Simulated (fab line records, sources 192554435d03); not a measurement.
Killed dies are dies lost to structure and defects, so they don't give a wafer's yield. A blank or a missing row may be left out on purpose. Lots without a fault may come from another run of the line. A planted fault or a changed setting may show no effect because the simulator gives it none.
fab line records | flow n5_finfet
record lots=24 wafers=72 last_day=18
route steps=1938 shown GATE_CUT@505 MOL_CONTACT_COAG@527
lots that met no fault: from a run of the same line without faults
start_h: hours from the record's first day to the start of the lot's first wafer shown | wait_h: hours since the lot's step before | " the same as in the row above | L1.1+2: a row that stands for several wafers | - no value, or no start given | * or withheld: withheld | < > ~ a bound
route shown NAME@n: a module of which the file shows steps, and the number in the route of the first | usual: mean/standard deviation of fault-free wafers | same: alike in all rows | chamber/n: place in a boat | sites: the reading at each site | _std_site: their standard deviation | _edge_site: outer sites' mean less inner sites' | radius_mm: how far each site lies from the wafer's centre | mask NAME#n: copy n | behind: the tool/chamber that last shaped the wafer | hold: why the lot was held/for how many hours/how that ended | device: the transistor (n, p or np) that didn't switch | end of line: the same wafers' tests at the end of the route | a step without rows: its recipe alone | killed: dies lost to structure and defects at the first sort, not the wafer's yield | map: a wafer's dies, x killed, . not, _ none there
set.NAME: the setting as run; set.NAME@STEP: as run at that earlier step | model.NAME: the simulator's own value behind a step, which no gauge read
steps of the route over a sample of lots; a table a step, a row a wafer
services: from which hour (start_h, from the record's first day; less than 0 if before it) a tool's chamber was out of use, for how many hours, and why
## steps
# step N5_GATE_CUT_VAPOR_ETCH_49
# recipe chemistry=BCl3/Cl2 target=TiAlC mode=isotropic
# usual drypump_motor_current_A=5.70/0.27 oes_product_au=0.72/0.14
# columns lot.wafer tool chamber start_h wait_h drypump_motor_current_A oes_product_au
L075.1 rie_metal-02 0 94.34 0.0 5.78 0.60
L075.2 " 1 " " 5.93 0.64
L075.6 " 0 " " 5.78 0.61
L074.3 rie_metal-01 1 97.67 0.1 5.40 0.69
L074.5 " 1 " " 5.38 0.68
L074.6 " 1 " " 5.37 0.69
L076.4 rie_metal-03 0 98.98 0.0 5.93 0.60
L076.5 " 1 " " 5.28 0.90
L076.6 " 0 " " 5.94 0.60
L077.2 rie_metal-03 1 105.20 0.0 5.27 0.89
L077.5 " 1 " " 5.27 0.89
L077.6 " 0 " " 5.94 0.60
L078.3 rie_metal-01 0 113.96 0.0 5.61 0.90
L078.4 " 1 " " 5.36 0.69
L078.6 " 1 " " 5.36 0.68
L079.2 rie_metal-03 1 116.30 0.0 5.28 0.89
L079.3 " 1 " " 5.26 0.89
L079.4 " 0 " " 5.93 0.60
L080.2 rie_metal-01 0 123.94 0.0 5.59 0.90
L080.5 " 1 " " 5.38 0.68
L080.6 " 0 " " 5.59 0.91
L081.1 rie_metal-03 0 129.06 0.0 5.92 0.60
L081.4 " 0 " " 5.95 0.60
L081.5 " 1 " " 5.26 0.87
L082.1 rie_metal-02 0 136.51 0.0 5.77 0.60
L082.3 " 0 " " 5.78 0.59
L082.4 " 1 " " 5.89 0.64
L083.3 rie_metal-01 1 143.26 0.0 5.39 0.68
L083.5 " 0 " " 5.59 0.89
L083.6 " 1 " " 5.35 0.68
L084.2 rie_metal-02 0 147.49 0.0 5.80 0.60
L084.3 " 0 " " 5.81 0.60
L084.5 " 1 " " 5.90 0.63
L085.2 rie_metal-02 0 154.41 0.0 5.77 0.59
L085.3 " 1 " " 5.93 0.63
L085.4 " 0 " " 5.79 0.59
L086.1 rie_metal-02 0 162.68 0.0 5.76 0.59
L086.5 " 0 " " 5.80 0.60
L086.6 " 1 " " 5.90 0.63
L087.1 rie_metal-02 0 169.68 0.0 5.78 0.59
L087.3 " 1 " " 5.91 0.63
L087.6 " 1 " " 5.92 0.63
L088.1 rie_metal-02 1 172.01 0.0 5.89 0.63
L088.5 " 0 " " 5.81 0.59
L088.6 " 1 " " 5.89 0.63
L089.2 rie_metal-03 1 174.65 0.0 5.25 0.86
L089.5 " 1 " " 5.27 0.86
L089.6 " 0 " " 5.95 0.98
L090.1 rie_metal-03 0 181.37 0.0 5.91 0.98
L090.3 " 1 " " 5.29 0.86
L090.4 " 0 " " 5.94 0.97
L091.1 rie_metal-02 0 190.90 0.0 5.78 0.59
L091.2 " 1 " " 5.89 0.63
L091.3 " 0 " " 5.80 0.59
L092.1 rie_metal-03 0 193.05 0.0 5.91 0.97
L092.4 " 1 " " 5.26 0.85
L092.6 " 0 " " 5.93 0.96
L093.1 rie_metal-03 1 200.91 0.0 5.27 0.85
L093.2 " 0 " " 5.98 0.96
L093.4 " 0 " " 5.91 0.95
L094.1 rie_metal-03 0 206.88 0.0 5.95 0.96
L094.5 " 1 " " 5.28 0.85
L094.6 " 0 " " 5.92 0.94
L095.3 rie_metal-02 1 210.53 0.1 5.93 0.62
L095.5 " 1 " " 5.96 0.62
L095.6 " 1 " " 5.93 0.63
L096.1 rie_metal-02 1 216.36 0.1 5.93 0.62
L096.2 " 1 " " 5.93 0.62
L096.4 " 1 " " 5.93 0.62
L097.2 rie_metal-02 1 227.66 0.1 5.88 0.62
L097.3 " 1 " " 5.91 0.61
L097.5 " 1 " " 5.88 0.61
# step N5_MOL_CONTACT_COAG_OVL_MEAS_09
# recipe points_per_wafer=522
# usual CA_OVL=-0.1/0.57
# columns lot.wafer tool chamber start_h wait_h CA_OVL[nm]
L075.1 overlay-01 0 99.90 0.0 -0.5
L075.2 " 0 " " -0.5
L075.6 " 0 " " 0.0
L074.3 overlay-02 0 101.37 0.0 0.5
L074.5 " 0 " " 1.0
L074.6 " 0 " " 0.7
L076.4 overlay-02 0 102.63 0.0 0.6
L076.5 " 0 " " -0.5
L076.6 " 0 " " 0.4
L077.2 overlay-02 0 108.57 0.0 -1.1
L077.5 " 0 " " -0.4
L077.6 " 0 " " 0.4
L078.3 overlay-02 0 117.19 0.0 0.0
L078.4 " 0 " " -0.4
L078.6 " 0 " " 0.2
L079.2 overlay-02 0 119.53 0.0 -0.5
L079.3 " 0 " " -0.1
L079.4 " 0 " " -0.2
L080.2 overlay-01 0 127.03 0.0 0.8
L080.5 " 0 " " 0.2
L080.6 " 0 " " 0.6
L081.1 overlay-01 0 132.81 0.0 -0.6
L081.4 " 0 " " 0.0
L081.5 " 0 " " -0.1
L082.1 overlay-01 0 139.81 0.0 -0.9
L082.3 " 0 " " -0.1
L082.4 " 0 " " 0.6
L083.3 overlay-01 0 146.35 0.0 -0.7
L083.5 " 0 " " -1.2
L083.6 " 0 " " 0.0
L084.2 overlay-01 0 150.60 0.0 -0.5
L084.3 " 0 " " 0.8
L084.5 " 0 " " -0.3
L085.2 overlay-01 0 157.51 0.0 0.3
L085.3 " 0 " " -0.2
L085.4 " 0 " " -0.2
L086.1 overlay-01 0 169.07 0.0 -0.9
L086.5 " 0 " " -0.1
L086.6 " 0 " " 0.3
L087.1 overlay-02 0 172.77 0.0 0.2
L087.3 " 0 " " -0.5
L087.6 " 0 " " 0.8
L088.1 overlay-02 0 175.10 0.0 0.7
L088.5 " 0 " " -0.3
L088.6 " 0 " " 0.0
L089.2 overlay-01 0 177.79 0.0 -0.4
L089.5 " 0 " " 0.9
L089.6 " 0 " " 0.2
L090.1 overlay-01 0 184.99 0.0 -0.3
L090.3 " 0 " " 0.1
L090.4 " 0 " " -0.3
L091.1 overlay-01 0 195.21 0.0 -0.5
L091.2 " 0 " " 0.4
L091.3 " 0 " " 0.5
L092.1 overlay-01 0 196.14 0.0 0.4
L092.4 " 0 " " -0.3
L092.6 " 0 " " -0.6
L093.1 overlay-01 0 204.00 0.0 0.1
L093.2 " 0 " " 0.7
L093.4 " 0 " " 0.0
L094.1 overlay-01 0 209.97 0.0 -0.2
L094.5 " 0 " " -0.9
L094.6 " 0 " " 0.0
L095.3 overlay-01 0 214.25 0.0 -0.3
L095.5 " 0 " " 0.8
L095.6 " 0 " " -0.3
L096.1 overlay-01 0 219.63 0.0 0.4
L096.2 " 0 " " 0.3
L096.4 " 0 " " 0.2
L097.2 overlay-01 0 230.81 0.0 -0.8
L097.3 " 0 " " -0.8
L097.5 " 0 " " -0.3
# step N5_MOL_CONTACT_COAG_INSPECT_10
# recipe mode=adi inspect_instrument=brightfield
# usual raw_defect_count=84/28
# columns lot.wafer tool chamber start_h wait_h raw_defect_count
L075.1 defect_inspect-01 - 99.96 0.1 92
L075.2 " - " " 63
L075.6 " - " " 96
L074.3 defect_inspect-02 - 101.41 0.0 69
L074.5 " - " " 42
L074.6 " - " " 47
L076.4 defect_inspect-01 - 102.67 0.0 75
L076.5 " - " " 47
L076.6 " - " " 44
L077.2 defect_inspect-01 - 108.62 0.0 161
L077.5 " - " " 44
L077.6 " - " " 105
L078.3 defect_inspect-02 - 117.23 0.0 108
L078.4 " - " " 68
L078.6 " - " " 110
L079.2 defect_inspect-02 - 119.59 0.0 82
L079.3 " - " " 66
L079.4 " - " " 76
L080.2 defect_inspect-02 - 127.08 0.0 114
L080.5 " - " " 71
L080.6 " - " " 71
L081.1 defect_inspect-01 - 132.87 0.1 134
L081.4 " - " " 142
L081.5 " - " " 111
L082.1 defect_inspect-02 - 139.87 0.1 68
L082.3 " - " " 75
L082.4 " - " " 94
L083.3 defect_inspect-02 - 146.39 0.0 122
L083.5 " - " " 119
L083.6 " - " " 82
L084.2 defect_inspect-01 - 150.65 0.0 48
L084.3 " - " " 55
L084.5 " - " " 68
L085.2 defect_inspect-01 - 157.56 0.0 112
L085.3 " - " " 70
L085.4 " - " " 90
L086.1 defect_inspect-01 - 169.12 0.1 133
L086.5 " - " " 70
L086.6 " - " " 97
L087.1 defect_inspect-02 - 172.83 0.1 73
L087.3 " - " " 90
L087.6 " - " " 101
L088.1 defect_inspect-01 - 175.17 0.1 61
L088.5 " - " " 38
L088.6 " - " " 109
L089.2 defect_inspect-02 - 177.84 0.0 75
L089.5 " - " " 116
L089.6 " - " " 114
L090.1 defect_inspect-01 - 185.05 0.1 72
L090.3 " - " " 128
L090.4 " - " " 131
L091.1 defect_inspect-02 - 195.27 0.1 89
L091.2 " - " " 85
L091.3 " - " " 93
L092.1 defect_inspect-01 - 196.20 0.1 52
L092.4 " - " " 96
L092.6 " - " " 96
L093.1 defect_inspect-01 - 204.06 0.1 145
L093.2 " - " " 84
L093.4 " - " " 97
L094.1 defect_inspect-02 - 210.03 0.1 106
L094.5 " - " " 92
L094.6 " - " " 145
L095.3 defect_inspect-01 - 214.30 0.0 47
L095.5 " - " " 58
L095.6 " - " " 144
L096.1 defect_inspect-02 - 219.69 0.1 63
L096.2 " - " " 71
L096.4 " - " " 68
L097.2 defect_inspect-01 - 230.86 0.0 68
L097.3 " - " " 53
L097.5 " - " " 75
# step N5_MOL_CONTACT_COAG_ETCH_15
# recipe chemistry=CH3F/O2 target=SiNx target_depth_a=70 mask_material=SOC stop_on=Si:P over_etch_frac=0.75 ion_energy_ev=120 pressure_mtorr=30 source_w=395 bias_w=73 Ar_flow_sccm=150 CH3F_flow_sccm=30 O2_flow_sccm=20
# usual drypump_motor_current_A=5.7/0.42 oes_product_au=0.59/0.067 rf_vpp_V=298/4.4 showerhead_plenum_p_Torr=1.99/0.069 throttle_valve_pct=16.36/0.26
# columns lot.wafer tool chamber start_h wait_h drypump_motor_current_A oes_product_au rf_hours_counter_h rf_vpp_V showerhead_plenum_p_Torr throttle_valve_pct
L075.1 rie_diel-01 3 100.21 0.0 5.5 0.55 167 297 1.99 16.30
L075.2 " 2 " " 5.8 0.53 176 292 1.99 16.43
L075.6 " 3 " " 5.5 0.55 - 298 1.99 16.29
L074.3 rie_diel-06 3 101.66 0.0 5.5 0.50 249 297 1.97 16.93
L074.5 " 3 " " 5.5 0.50 - 296 1.97 16.92
L074.6 " 0 " " 6.5 0.59 - 304 1.93 16.30
L076.4 rie_diel-01 3 103.02 0.0 5.5 0.55 - 299 1.99 16.30
L076.5 " 0 " " 5.5 0.55 - 300 2.08 16.30
L076.6 " 2 " " 5.9 0.54 - 292 1.99 16.43
L077.2 rie_diel-01 1 108.87 0.0 5.3 0.53 193 297 1.91 16.82
L077.5 " 3 " " 5.5 0.54 - 300 1.99 16.29
L077.6 " 2 " " 5.8 0.53 - 291 1.99 16.44
L078.3 rie_diel-06 2 117.49 0.0 5.3 0.51 232 304 2.04 16.42
L078.4 " 0 " " 6.5 0.58 - 304 1.93 16.31
L078.6 " 2 " " 5.3 0.51 - 304 2.04 16.42
L079.2 rie_diel-03 3 119.84 0.0 6.6 0.63 53 304 2.12 16.13
L079.3 " 2 " " 5.8 0.50 251 296 1.90 16.82
L079.4 " 3 " " 6.6 0.64 - 303 2.12 16.13
L080.2 rie_diel-01 3 127.34 0.0 5.5 0.54 177 299 1.99 16.32
L080.5 " 2 " " 5.8 0.53 - 291 1.99 16.45
L080.6 " 1 " " 5.3 0.53 - 297 1.90 16.81
L081.1 rie_diel-01 1 133.12 0.0 5.3 0.52 200 296 1.90 16.83
L081.4 " 2 " " 5.8 0.53 187 291 1.99 16.45
L081.5 " 1 " " 5.3 0.53 - 296 1.90 16.81
L082.1 rie_diel-06 3 140.24 0.0 5.5 0.71 5 297 1.97 16.45
L082.3 " 0 " " 6.5 0.58 116 303 1.93 16.31
L082.4 " 2 " " 5.3 0.50 - 305 2.04 16.43
L083.3 rie_diel-03 1 146.64 0.0 5.7 0.51 237 296 2.07 16.75
L083.5 " 1 " " 5.7 0.51 - 295 2.07 16.78
L083.6 " 0 " " 5.3 0.54 - 300 1.92 16.40
L084.2 rie_diel-03 0 151.49 0.0 5.3 0.54 172 300 1.92 16.41
L084.3 " 3 " " 6.6 0.63 63 303 2.11 16.17
L084.5 " 1 " " 5.6 0.51 - 297 2.07 16.78
L085.2 rie_diel-06 3 157.81 0.0 5.6 0.68 11 296 1.97 16.44
L085.3 " 2 " " 5.3 0.51 247 304 2.04 16.45
L085.4 " 1 " " 5.5 0.71 3 293 1.95 15.78
L086.1 rie_diel-06 1 169.38 0.0 5.5 0.69 7 292 1.94 15.81
L086.5 " 1 " " 5.4 0.69 - 291 1.94 15.78
L086.6 " 3 " " 5.6 0.68 - 296 1.97 16.45
L087.1 rie_diel-06 1 173.22 0.0 5.5 0.69 9 292 1.94 15.80
L087.3 " 0 " " 6.5 0.56 129 303 1.93 16.34
L087.6 " 1 " " 5.4 0.68 - 292 1.94 15.82
L088.1 rie_diel-06 1 175.42 0.0 5.4 0.68 10 293 1.94 15.80
L088.5 " 1 " " 5.5 0.68 - 292 1.94 15.79
L088.6 " 3 " " 5.5 0.66 - 297 1.97 16.46
L089.2 rie_diel-01 3 178.09 0.0 5.5 0.53 195 297 1.98 16.34
L089.5 " 2 " " 5.8 0.52 - 290 1.98 16.49
L089.6 " 1 " " 5.3 0.52 - 296 1.90 16.85
L090.1 rie_diel-01 0 185.30 0.0 5.5 0.53 177 300 2.08 16.38
L090.3 " 2 " " 5.8 0.52 205 291 1.98 16.49
L090.4 " 1 " " 5.3 0.52 - 295 1.90 16.87
L091.1 rie_diel-06 0 195.52 0.0 6.5 0.56 137 302 1.92 16.36
L091.2 " 1 " " 5.4 0.67 17 291 1.94 15.79
L091.3 " 3 " " 5.5 0.66 26 296 1.96 16.47
L092.1 rie_diel-06 1 196.45 0.0 5.5 0.67 17 291 1.94 15.80
L092.4 " 2 " " 5.3 0.72 2 303 2.04 16.00
L092.6 " 0 " " 6.5 0.55 - 304 1.92 16.35
L093.1 rie_diel-03 2 204.36 0.0 5.8 0.66 21 302 2.14 16.35
L093.2 " 0 " " 5.4 0.53 191 300 1.91 16.43
L093.4 " 0 " " 5.3 0.52 - 299 1.91 16.46
L094.1 rie_diel-06 1 210.33 0.0 5.5 0.65 23 291 1.94 15.81
L094.5 " 3 " " 5.5 0.64 - 297 1.96 16.50
L094.6 " 2 " " 5.3 0.69 - 304 2.03 15.99
L095.3 rie_diel-03 2 214.55 0.0 5.7 0.66 26 300 2.14 16.37
L095.5 " 0 " " 5.3 0.52 - 298 1.91 16.45
L095.6 " 3 " " 6.6 0.60 - 304 2.11 16.19
L096.1 rie_diel-06 3 219.94 0.0 5.5 0.64 35 295 1.96 16.50
L096.2 " 2 " " 5.3 0.68 10 304 2.03 16.01
L096.4 " 1 " " 5.4 0.64 26 292 1.94 15.82
L097.2 rie_diel-06 3 231.19 0.0 5.6 0.64 39 295 1.96 16.49
L097.3 " 2 " " 5.3 0.68 14 304 2.03 16.03
L097.5 " 0 " " 6.5 0.55 - 303 1.92 16.37
# step N5_MOL_CONTACT_COAG_PRE_CLEAN_141
# recipe gas=H2/He time_s=60 temp_c=300
# usual heater_power_w=450/38
# same time_s=60
# columns lot.wafer tool chamber start_h wait_h heater_power_w
L075.1 pvd_sputter-01 - 103.38 1.7 417
L075.2 " - " " 485
L075.6 " - " " 478
L074.3 pvd_sputter-02 - 106.57 2.7 393
L074.5 " - " " 407
L074.6 " - " " 431
L076.4 pvd_sputter-02 - 106.89 2.5 434
L076.5 " - " " 527
L076.6 " - " " 439
L077.2 pvd_sputter-02 - 115.55 4.1 524
L077.5 " - " " 392
L077.6 " - " " 425
L078.3 pvd_sputter-02 - 121.59 1.9 429
L078.4 " - " " 512
L078.6 " - " " 427
L079.2 pvd_sputter-02 - 123.63 1.5 519
L079.3 " - " " 424
L079.4 " - " " 438
L080.2 pvd_sputter-03 - 130.08 0.8 445
L080.5 " - " " 449
L080.6 " - " " 469
L081.1 pvd_sputter-02 - 136.59 0.9 446
L081.4 " - " " 391
L081.5 " - " " 433
L082.1 pvd_sputter-02 - 143.00 1.5 435
L082.3 " - " " 521
L082.4 " - " " 443
L083.3 pvd_sputter-02 - 149.94 1.8 435
L083.5 " - " " 526
L083.6 " - " " 430
L084.2 pvd_sputter-01 - 154.94 1.1 479
L084.3 " - " " 440
L084.5 " - " " 462
L085.2 pvd_sputter-01 - 159.60 0.4 479
L085.3 " - " " 421
L085.4 " - " " 453
L086.1 pvd_sputter-02 - 172.96 2.2 426
L086.5 " - " " 425
L086.6 " - " " 511
L087.1 pvd_sputter-03 - 175.57 0.8 450
L087.3 " - " " 515
L087.6 " - " " 440
L088.1 pvd_sputter-01 - 178.84 2.0 428
L088.5 " - " " 492
L088.6 " - " " 467
L089.2 pvd_sputter-01 - 180.08 0.5 459
L089.5 " - " " 466
L089.6 " - " " 474
L090.1 pvd_sputter-03 - 189.73 1.3 449
L090.3 " - " " 424
L090.4 " - " " 470
L091.1 pvd_sputter-02 - 199.80 0.6 426
L091.2 " - " " 433
L091.3 " - " " 523
L092.1 pvd_sputter-01 - 203.95 4.5 441
L092.4 " - " " 486
L092.6 " - " " 481
L093.1 pvd_sputter-03 - 207.66 2.0 516
L093.2 " - " " 471
L093.4 " - " " 416
L094.1 pvd_sputter-03 - 214.10 2.6 522
L094.5 " - " " 437
L094.6 " - " " 422
L095.3 pvd_sputter-01 - 217.28 0.7 451
L095.5 " - " " 484
L095.6 " - " " 468
L096.1 pvd_sputter-02 - 221.72 0.3 441
L096.2 " - " " 517
L096.4 " - " " 415
L097.2 pvd_sputter-02 - 234.91 0.7 518
L097.3 " - " " 433
L097.5 " - " " 528
# step N5_MOL_CONTACT_COAG_CMP_23
# recipe stop_on=SiO2 t_overpolish_s=1.5 post_cmp_clean=cu_alkaline down_force_psi=2 platen_rpm=50.289 pad_velocity_m_s=1.0006 target_thk_nm=0
# usual motor_current_A=8.1/1.1 overpolish_run_s=1.500/0.0082 pad_life_wafers=1008/550 time_to_endpoint_s=8.8/2.5
# columns lot.wafer tool chamber start_h wait_h motor_current_A overpolish_run_s pad_life_wafers time_to_endpoint_s
L075.2 cmp-02 0 107.48 0.0 8.4 1.494 1230 7.8
L075.1 " 3 " " 7.8 1.500 1233 5.5
L075.6 " 1 " " 10.8 1.509 - 6.0
L074.3 cmp-02 1 110.46 0.0 10.7 1.494 1248 5.7
L074.5 " 1 " " 10.5 1.502 - 8.6
L074.6 " 2 " " 7.3 1.494 - 8.9
L076.4 cmp-01 3 110.85 0.1 8.5 1.506 486 12.1
L076.6 " 3 " " 8.7 1.509 - 10.7
L076.5 " 0 " " 7.5 1.505 - 10.4
L077.2 cmp-02 2 118.69 0.0 7.5 1.495 1338 10.6
L077.5 " 2 " " 7.8 1.502 - 9.5
L077.6 " 3 " " 7.3 1.506 - 4.5
L078.4 cmp-03 0 126.70 0.1 8.4 1.502 2053 5.5
L078.3 " 1 " " 8.2 1.480 2054 9.2
L078.6 " 3 " " 8.1 1.499 - 9.9
L079.4 cmp-02 1 127.21 0.0 9.9 1.494 1398 5.2
L079.3 " 3 " " 6.9 1.501 1400 5.3
L079.2 " 0 " " 8.6 1.494 1401 5.8
L080.2 cmp-02 0 135.22 0.0 8.7 1.505 1464 5.4
L080.5 " 0 " " 8.7 1.500 - 4.0
L080.6 " 1 " " 9.6 1.487 - 4.7
L081.4 cmp-01 0 139.92 0.1 7.9 1.498 685 7.6
L081.1 " 2 " " 9.5 1.499 687 11.4
L081.5 " 3 " " 7.9 1.492 - 11.7
L082.4 cmp-02 2 146.54 0.1 7.8 1.519 1561 9.5
L082.1 " 3 " " 7.2 1.496 1562 5.6
L082.3 " 0 " " 8.8 1.484 1563 6.0
L083.3 cmp-01 3 153.80 0.1 8.5 1.502 824 11.5
L083.5 " 1 " " 6.6 1.490 - 9.1
L083.6 " 2 " " 8.4 1.498 - 10.7
L084.2 cmp-02 3 158.70 0.0 7.1 1.497 1698 4.7
L084.3 " 2 " " 7.4 1.514 1701 8.3
L084.5 " 3 " " 7.4 1.499 - 4.4
L085.4 cmp-01 1 162.14 0.0 6.7 1.498 894 12.2
L085.2 " 3 " " 8.2 1.491 896 10.8
L085.3 " 0 " " 7.4 1.500 897 8.4
L086.1 cmp-01 2 175.86 0.2 9.0 1.508 1011 8.8
L086.5 " 3 " " 7.8 1.504 - 8.0
L086.6 " 0 " " 7.5 1.504 - 8.2
L087.3 cmp-01 0 179.48 0.1 7.3 1.500 1045 7.8
L087.1 " 1 " " 6.7 1.508 1046 11.5
L087.6 " 0 " " 7.3 1.499 - 8.7
L088.1 cmp-01 2 181.09 0.1 10.0 1.500 1052 11.0
L088.5 " 0 " " 7.4 1.499 - 11.0
L088.6 " 1 " " 6.5 1.498 - 14.0
L089.2 cmp-02 0 183.61 0.1 9.1 1.494 1917 5.2
L089.6 " 1 " " 10.5 1.490 - 4.5
L089.5 " 2 " " 7.5 1.502 - 9.2
L090.1 cmp-03 0 193.76 0.0 8.0 1.502 246 12.7
L090.4 " 1 " " 8.3 1.501 247 14.0
L090.3 " 2 " " 6.8 1.498 248 9.9
L091.2 cmp-03 2 204.45 0.0 7.1 1.498 312 8.0
L091.1 " 0 " " 8.1 1.506 314 9.1
L091.3 " 1 " " 8.3 1.493 315 10.7
L092.4 cmp-01 2 207.86 0.2 9.1 1.507 1274 8.9
L092.1 " 3 " " 8.3 1.495 1275 10.7
L092.6 " 1 " " 6.8 1.496 - 10.8
L093.1 cmp-01 2 211.38 0.2 8.9 1.499 1309 9.7
L093.2 " 3 " " 8.7 1.507 1310 10.7
L093.4 " 0 " " 7.5 1.485 1311 7.9
L094.1 cmp-02 3 216.88 0.0 7.2 1.516 0 6.2
L094.5 " 3 " " 7.3 1.511 - 6.9
L094.6 " 0 " " 8.9 1.492 - 6.5
L095.3 cmp-02 1 220.52 0.1 10.9 1.496 38 11.9
L095.6 " 3 " " 7.0 1.501 - 7.9
L095.5 " 0 " " 8.5 1.502 - 5.8
L096.4 cmp-03 0 224.98 0.0 8.1 1.500 504 8.2
L096.1 " 2 " " 7.4 1.507 506 9.8
L096.2 " 3 " " 8.2 1.498 507 10.7
L097.2 cmp-03 2 237.01 0.0 7.2 1.500 588 9.6
L097.3 " 1 " " 8.3 1.500 591 12.8
L097.5 " 2 " " 7.5 1.499 - 9.3
## services
# columns tool chamber start_h hours kind
cmp-01 - 70.71 9.5 pm
rie_metal-02 1 73.77 1.5 repair
cmp-01 - 82.93 0.8 repair
rie_metal-03 - 86.82 1.4 pm
rie_metal-01 0 94.61 7.9 repair
rie_diel-01 1 95.89 7.1 repair
rie_diel-06 3 104.22 - clean
rie_diel-06 3 104.22 - consumable_replace:focus_ring
rie_diel-06 3 104.22 26.0 scheduled_down
rie_diel-06 3 104.22 26.0 vent_cycle
rie_diel-06 - 127.09 0.4 repair
cmp-03 - 127.78 4.0 pm
pvd_sputter-03 - 128.00 1.9 repair
cmp-03 - 144.78 18.1 pm
cmp-03 - 166.26 1.2 repair
rie_metal-03 0 169.63 1.4 repair
cmp-03 - 171.73 1.7 repair
rie_diel-03 2 177.94 5.5 repair
cmp-03 - 183.05 3.6 repair
rie_metal-02 - 196.79 10.0 pm
rie_diel-06 0 200.50 16.6 repair
rie_diel-03 - 205.84 0.2 repair
cmp-02 - 212.68 4.0 pm
rie_diel-03 2 220.89 7.3 repair
## key
fault none
